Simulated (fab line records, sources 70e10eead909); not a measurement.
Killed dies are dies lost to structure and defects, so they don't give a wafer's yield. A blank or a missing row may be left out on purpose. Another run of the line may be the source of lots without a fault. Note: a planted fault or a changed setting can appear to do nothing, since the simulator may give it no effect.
fab line records	flow nand-harc
record lots=12	wafers=36	last-day=33
route steps=1302 shown P_GATE@207 P_CONTACT@229 END@1302
lots that met no fault: from a run of the same line without faults
start-h: start of the lot's first displayed wafer, in hours after the record's first day	wait-h: time in hours since the lot's previous step	" repeats the value in the row above	L1.1+2: a row that stands for several wafers	- no value present, or no start provided	* or withheld: withheld	< > ~ a bound
route shown NAME@n: a module of which the file shows steps, and the number in the route of the first	usual: mean/standard deviation of fault-free wafers	same: alike in all rows	chamber/n: place in a boat	sites: readings site by site	_std_site: the standard deviation of these	_edge_site: inner sites' mean taken away from outer sites' mean	radius-mm: for every site, how far away it sits from the centre of the wafer	mask NAME#n: copy n	behind: tool/chamber where the wafer was last shaped	hold: why the lot was held/for how many hours/how that ended	device: the n, p or np transistor that did not switch	end of line: the same wafers' tests at the end of the route	step lacking rows: just its recipe	killed: count of dies lost to structure and defects at first sort (not the wafer's yield)	map: dies across one wafer; x = killed, . = not, _ = none there
set.NAME: the setting the step ran with; set.NAME@STEP: the setting that earlier step ran with	model.NAME: the simulator's own value behind a step, which no gauge read
steps of the route over a sample of lots; a table a step, a row a wafer
services: from which hour (start-h, from the record's first day; less than 0 if before it) a tool's chamber was out of use, for how many hours, and why
## steps
# step NHARC_P_GATE_RTA_64
# recipe temp-c=1050	time-s=1
# usual lamp-power-pct=36.3/0.74	lamp_zone_2_pct=36.3/0.74	wafer_temp_C_max=1053.5/1.4
lot.wafer	tool	chamber	start-h	wait-h	lamp-power-pct	lamp_zone_2_pct	wafer_temp_C_max
L250.2	rtp-anneal-01	0	116.90	-	35.8	35.9	1052.3
L250.3	"	0	"	"	35.8	35.8	1053.0
L250.5	"	0	"	"	35.8	35.8	1052.3
L251.2	rtp-anneal-02	0	127.97	-	37.3	37.2	1054.9
L251.3	"	0	"	"	37.3	37.3	1055.8
L251.5	"	0	"	"	37.3	37.3	1054.9
L252.3	rtp-anneal-02	0	129.85	-	37.3	37.3	1054.7
L252.5	"	0	"	"	37.3	37.4	1055.9
L252.6	"	0	"	"	37.2	37.3	1054.3
L253.2	rtp-anneal-02	0	152.23	-	37.4	37.3	1054.7
L253.4	"	0	"	"	37.3	37.3	1056.6
L253.6	"	0	"	"	37.3	37.3	1055.0
L256.3	rtp-anneal-01	0	171.07	-	35.7	35.8	1052.7
L256.4	"	0	"	"	35.8	35.8	1053.2
L256.6	"	0	"	"	35.8	35.7	1052.8
L257.2	rtp-anneal-01	0	186.66	-	35.8	35.7	1052.2
L257.4	"	0	"	"	35.8	35.7	1051.7
L257.6	"	0	"	"	35.7	35.8	1052.9
L258.2	rtp-anneal-01	0	194.03	-	35.7	35.8	1052.3
L258.4	"	0	"	"	35.7	35.8	1052.0
L258.5	"	0	"	"	35.8	35.8	1052.1
L261.2	rtp-anneal-02	0	222.53	-	37.3	37.2	1053.2
L261.3	"	0	"	"	37.3	37.3	1054.9
L261.5	"	0	"	"	37.3	37.3	1055.0
L262.4	rtp-anneal-02	0	232.32	-	37.3	37.3	1055.6
L262.5	"	0	"	"	37.3	37.2	1055.0
L262.6	"	0	"	"	37.2	37.3	1058.8
L266.4	rtp-anneal-02	0	273.98	-	37.3	37.3	1055.1
L266.5	"	0	"	"	37.3	37.3	1055.5
L266.6	"	0	"	"	37.3	37.3	1054.9
L272.2	rtp-anneal-01	0	333.29	-	35.7	35.8	1052.8
L272.4	"	0	"	"	35.8	35.8	1052.8
L272.5	"	0	"	"	35.8	35.8	1052.4
L273.1	rtp-anneal-02	0	342.01	-	37.3	37.3	1055.5
L273.3	"	0	"	"	37.3	37.3	1054.3
L273.5	"	0	"	"	37.3	37.2	1056.8
# step NHARC_P_GATE_RTA_82
# recipe temp-c=450	time-s=30
# usual lamp-power-pct=4.30/0.086	lamp_zone_2_pct=4.30/0.086	wafer_temp_C_max=451.8/0.69
lot.wafer	tool	chamber	start-h	wait-h	lamp-power-pct	lamp_zone_2_pct	wafer_temp_C_max
L250.2	rtp-anneal-02	0	117.96	-	4.36	4.37	452.0
L250.3	"	0	"	"	4.37	4.37	451.3
L250.5	"	0	"	"	4.37	4.36	452.5
L251.2	rtp-anneal-01	0	129.20	-	4.19	4.19	450.8
L251.3	"	0	"	"	4.18	4.19	451.0
L251.5	"	0	"	"	4.19	4.19	451.2
L252.3	rtp-anneal-02	0	130.98	-	4.37	4.37	452.6
L252.5	"	0	"	"	4.36	4.37	452.5
L252.6	"	0	"	"	4.37	4.37	451.4
L253.2	rtp-anneal-01	0	153.30	-	4.19	4.19	451.0
L253.4	"	0	"	"	4.19	4.19	450.8
L253.6	"	0	"	"	4.19	4.18	451.0
L256.3	rtp-anneal-02	0	172.19	-	4.37	4.37	452.2
L256.4	"	0	"	"	4.37	4.37	452.7
L256.6	"	0	"	"	4.36	4.37	452.5
L257.2	rtp-anneal-02	0	187.84	-	4.36	4.36	451.8
L257.4	"	0	"	"	4.37	4.36	451.6
L257.6	"	0	"	"	4.36	4.36	452.4
L258.2	rtp-anneal-01	0	195.09	-	4.19	4.19	451.4
L258.4	"	0	"	"	4.19	4.19	450.9
L258.5	"	0	"	"	4.19	4.19	450.8
L261.2	rtp-anneal-02	0	223.63	-	4.36	4.37	452.3
L261.3	"	0	"	"	4.37	4.36	451.9
L261.5	"	0	"	"	4.36	4.37	452.0
L262.4	rtp-anneal-01	0	233.39	-	4.19	4.19	451.1
L262.5	"	0	"	"	4.20	4.19	451.1
L262.6	"	0	"	"	4.18	4.19	451.2
L266.4	rtp-anneal-01	0	275.05	-	4.18	4.19	451.7
L266.5	"	0	"	"	4.19	4.19	451.5
L266.6	"	0	"	"	4.19	4.19	451.7
L272.2	rtp-anneal-01	0	334.35	-	4.19	4.19	452.1
L272.4	"	0	"	"	4.19	4.19	451.4
L272.5	"	0	"	"	4.20	4.19	451.1
L273.1	rtp-anneal-02	0	343.06	-	4.37	4.37	452.2
L273.3	"	0	"	"	4.37	4.37	451.6
L273.5	"	0	"	"	4.37	4.37	451.7
# step NHARC_P_CONTACT_EXPOSE_09
# recipe na=1.35	target-cd-nm=90	dose-mj=81.26	mask-id=P_CA
lot.wafer	tool	chamber	start-h	wait-h	mask
L250.2+3+5	arfi-scanner-03	0	119.61	-	P_CA#0
L251.2+3+5	arfi-scanner-03	0	130.73	-	P_CA#0
L252.3+5+6	arfi-scanner-01	0	132.64	-	P_CA#0
L253.2+4+6	arfi-scanner-02	0	155.00	-	P_CA#0
L256.3+4+6	arfi-scanner-01	0	173.70	-	P_CA#0
L257.2+4+6	arfi-scanner-01	0	189.41	-	P_CA#0
L258.2+4+5	arfi-scanner-01	0	196.60	-	P_CA#0
L261.2+3+5	arfi-scanner-02	0	225.15	-	P_CA#0
L262.4+5+6	arfi-scanner-03	0	234.99	-	P_CA_R1#0
L266.4+5+6	arfi-scanner-02	0	276.52	-	P_CA#0
L272.2+4+5	arfi-scanner-03	0	335.86	-	P_CA#0
L273.1+3+5	arfi-scanner-01	0	344.72	-	P_CA#0
# step NHARC_P_CONTACT_CD_MEAS_12
# recipe target-cd-nm=90	landing-energy-ev=500
# usual cd-nm=89.7/0.84
lot.wafer	tool	chamber	start-h	wait-h	hold	cd-nm
L250.2	cd-sem-03	0	119.74	-	-	90.3
L250.3	"	0	"	"	-	89.7
L250.5	"	0	"	"	-	91.3
L251.2	cd-sem-02	0	130.87	-	-	89.4
L251.3	"	0	"	"	-	89.5
L251.5	"	0	"	"	-	89.0
L252.3	cd-sem-02	0	132.78	-	-	90.4
L252.5	"	0	"	"	-	89.8
L252.6	"	0	"	"	-	89.6
L253.2	cd-sem-03	0	155.14	-	-	88.8
L253.4	"	0	"	"	-	90.2
L253.6	"	0	"	"	-	88.7
L256.3	cd-sem-02	0	173.84	-	-	90.2
L256.4	"	0	"	"	-	90.8
L256.6	"	0	"	"	-	90.3
L257.2	cd-sem-03	0	189.55	-	-	88.4
L257.4	"	0	"	"	-	89.6
L257.6	"	0	"	"	-	88.8
L258.2	cd-sem-03	0	196.73	-	-	90.2
L258.4	"	0	"	"	-	90.6
L258.5	"	0	"	"	-	90.9
L261.2	cd-sem-01	0	225.29	-	-	90.0
L261.3	"	0	"	"	-	89.4
L261.5	"	0	"	"	-	90.5
L262.4	cd-sem-01	0	235.13	-	await-dispo/0.2h/release	87.0
L262.5	"	0	"	"	await-dispo/0.2h/release	86.9
L262.6	"	0	"	"	await-dispo/0.2h/release	86.1
L262.4	cd-sem-01	0	-	-	-	87.2
L262.5	"	0	"	"	-	86.5
L262.6	"	0	"	"	-	86.1
L266.4	cd-sem-01	0	276.65	-	-	89.0
L266.5	"	0	"	"	-	90.7
L266.6	"	0	"	"	-	90.1
L272.2	cd-sem-01	0	335.99	-	-	89.8
L272.4	"	0	"	"	-	88.5
L272.5	"	0	"	"	-	88.9
L273.1	cd-sem-02	0	344.86	-	-	90.6
L273.3	"	0	"	"	-	90.1
L273.5	"	0	"	"	-	92.0
# step NHARC_P_CONTACT_ETCH_31
# recipe target-depth-a=300	time-s=85.7	ion-energy-ev=120	over-etch-frac=1	ch3f-flow-sccm=50	o2-flow-sccm=30	ar-flow-sccm=200	rf-w=500	bias-w=100	chemistry=CH3F/O2
# usual ch3f-flow-sccm=49.99/0.16	drypump-motor-current-A=5.7/0.39	oes-product-au=0.976/0.015	rf-vpp-V=245.3/1.5	showerhead-plenum-p-Torr=2.53/0.084	throttle-valve-pct=20.664/0.01
lot.wafer	tool	chamber	start-h	wait-h	ch3f-flow-sccm	drypump-motor-current-A	oes-product-au	rf-hours-counter-h	rf-vpp-V	showerhead-plenum-p-Torr	throttle-valve-pct
L250.2	rie-diel-04	2	-	-	49.98	5.2	0.983	6.4	247.1	2.64	20.651
L250.3	"	0	"	"	49.88	6.3	0.987	6.1	245.9	2.59	20.648
L250.5	"	3	"	"	50.19	6.2	0.974	-	246.0	2.56	20.670
L251.2	rie-diel-04	0	-	-	50.01	6.3	0.995	7.0	247.7	2.59	20.672
L251.3	"	1	"	"	49.95	5.4	0.990	6.7	246.2	2.60	20.654
L251.5	"	1	"	"	49.98	5.4	0.998	-	245.5	2.60	20.652
L252.3	rie-diel-05	3	-	-	50.09	5.9	0.986	2.1	245.1	2.57	20.674
L252.6	"	2	"	"	50.01	5.1	0.978	-	245.7	2.57	20.671
L252.5	"	3	"	"	50.20	5.9	0.982	-	245.8	2.57	20.649
L253.2	rie-diel-05	2	-	-	50.09	5.1	0.965	2.8	246.2	2.57	20.652
L253.4	"	3	"	"	50.01	6.0	0.970	2.7	245.7	2.57	20.654
L253.6	"	1	"	"	50.05	5.7	0.981	-	244.8	2.49	20.669
L256.3	rie-diel-05	2	-	-	49.96	5.0	0.977	3.3	245.6	2.57	20.651
L256.4	"	3	"	"	49.84	5.9	0.970	3.1	247.5	2.57	20.674
L256.6	"	1	"	"	50.00	5.7	0.981	-	244.2	2.49	20.666
L257.2	rie-diel-06	1	-	-	49.74	6.0	0.978	1.3	243.2	2.39	20.654
L257.4	"	3	"	"	50.06	5.4	0.989	1.3	244.9	2.53	20.671
L257.6	"	1	"	"	50.00	6.0	0.977	-	242.9	2.39	20.659
L258.4	rie-diel-06	2	-	-	49.99	6.0	0.965	1.7	245.6	2.55	20.657
L258.2	"	3	"	"	50.07	5.4	1.002	1.8	245.9	2.53	20.674
L258.5	"	2	"	"	49.94	6.0	0.980	-	246.0	2.55	20.667
L261.3	rie-diel-05	1	-	-	49.72	5.7	0.982	4.5	244.6	2.49	20.658
L261.2	"	2	"	"	50.01	5.0	0.965	4.5	246.9	2.57	20.657
L261.5	"	2	"	"	49.80	5.0	0.972	-	246.3	2.57	20.638
L262.4	rie-diel-04	1	-	-	50.04	5.3	0.953	2.9	245.8	2.60	20.680
L262.6	"	3	"	"	49.74	6.1	0.955	-	246.4	2.56	20.660
L262.5	"	0	"	"	49.56	6.3	0.947	-	245.1	2.59	20.660
L266.4	rie-diel-05	2	-	-	50.06	5.0	0.961	1.1	245.7	2.57	20.666
L266.5	"	2	"	"	49.97	5.1	0.965	-	246.5	2.57	20.670
L266.6	"	3	"	"	50.02	5.9	0.982	-	246.3	2.57	20.675
L272.4	rie-diel-04	1	-	-	49.91	5.4	0.958	9.2	246.3	2.59	20.673
L272.2	"	0	"	"	50.03	6.3	0.953	9.2	244.4	2.59	20.652
L272.5	"	1	"	"	49.97	5.4	0.962	-	247.4	2.59	20.688
L273.3	rie-diel-06	2	-	-	50.12	6.0	0.971	0.6	245.2	2.55	20.664
L273.1	"	0	"	"	50.09	5.7	0.963	1.0	242.3	2.34	20.652
L273.5	"	1	"	"	49.79	5.9	0.961	-	242.5	2.39	20.664
# step NHARC_END_SORT_01
# recipe temp-c=25
# usual killed-at-array=53/20	killed-at-other=1/1.2	killed-at-periphery=3.7/2.6	killed-dies=58/20	killed-open=3.5/1.8	killed-short=2.4/1.7
# same gross-dies=677
lot.wafer	tool	chamber	start-h	wait-h	killed-at-array	killed-at-other	killed-at-periphery	killed-dies	killed-open	killed-short
L262.4	prober-01	0	678.59	3.4	78	0	5	83	2	6
# killed by level:class
L262.4 A_CHANNEL_HOLE_D1:chamber-film-flake=32 A_SLIT:chamber-film-flake=18 A_STAIRCASE:chamber-film-flake=4 A_CONTACT:chamber-film-flake=4 A_CHANNEL_HOLE_D2:chamber-film-flake=3 A_WL_FILL:chamber-film-flake=3 A_CHANNEL_FILL_D2:geometric-particle:short=2 P_BONDPAD:chamber-film-flake=2
## services
tool	chamber	start-h	hours	kind
rie-diel-04	-	98.52	1.3	repair
rie-diel-05	0	110.60	-	clean
rie-diel-05	1	110.60	-	clean
rie-diel-05	2	110.60	-	clean
arfi-scanner-01	-	113.75	2.8	repair
rie-diel-04	1	117.50	6.4	repair
rie-diel-06	-	130.20	9.0	pm
arfi-scanner-02	-	140.00	4.0	pm
arfi-scanner-02	-	173.40	2.2	repair
rie-diel-04	-	177.90	9.0	pm
rie-diel-05	0	191.39	7.6	repair
arfi-scanner-03	-	196.00	4.0	pm
rie-diel-05	2	216.10	4.1	repair
rie-diel-05	-	229.60	9.0	pm
arfi-scanner-03	-	231.04	0.8	repair
rie-diel-04	2	243.87	2.0	repair
rie-diel-04	-	245.64	0.2	repair
arfi-scanner-01	-	254.89	4.0	pm
rie-diel-05	3	269.60	3.9	repair
rie-diel-06	1	286.58	8.5	repair
rie-diel-06	-	307.20	9.0	pm
arfi-scanner-02	-	312.00	4.0	pm
rie-diel-06	3	329.27	9.6	repair
rie-diel-06	1	337.95	5.8	repair
## key
first-sign step=NHARC_P_CONTACT_EXPOSE_09	reading=mask	direction=changed
effect step=NHARC_P_CONTACT_CD_MEAS_12	reading=visit	direction=added
met-at NHARC_P_CONTACT_EXPOSE_09
struck-lots L262
tester-left-out L262
not-acting-at NHARC_P_GATE_RTA_64,NHARC_P_GATE_RTA_82,NHARC_P_CONTACT_ETCH_31
onset-between 130.73 234.99
fault kind=wrong-mask	tool=any	chamber=-	onset-h=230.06	steps=NHARC_P_CONTACT_EXPOSE_09	aux-copy=P_CA_R1#0	cd-offset-nm=-3.5676	scope=struck-lots-only
# tester-left-out: of these lots the tester's yield and bins aren't shown, on N5 and GAA mostly nor the transistor test; their killed dies are dies lost to structure and defects alone, not to doping, threshold or leakage, so they don't give the yield
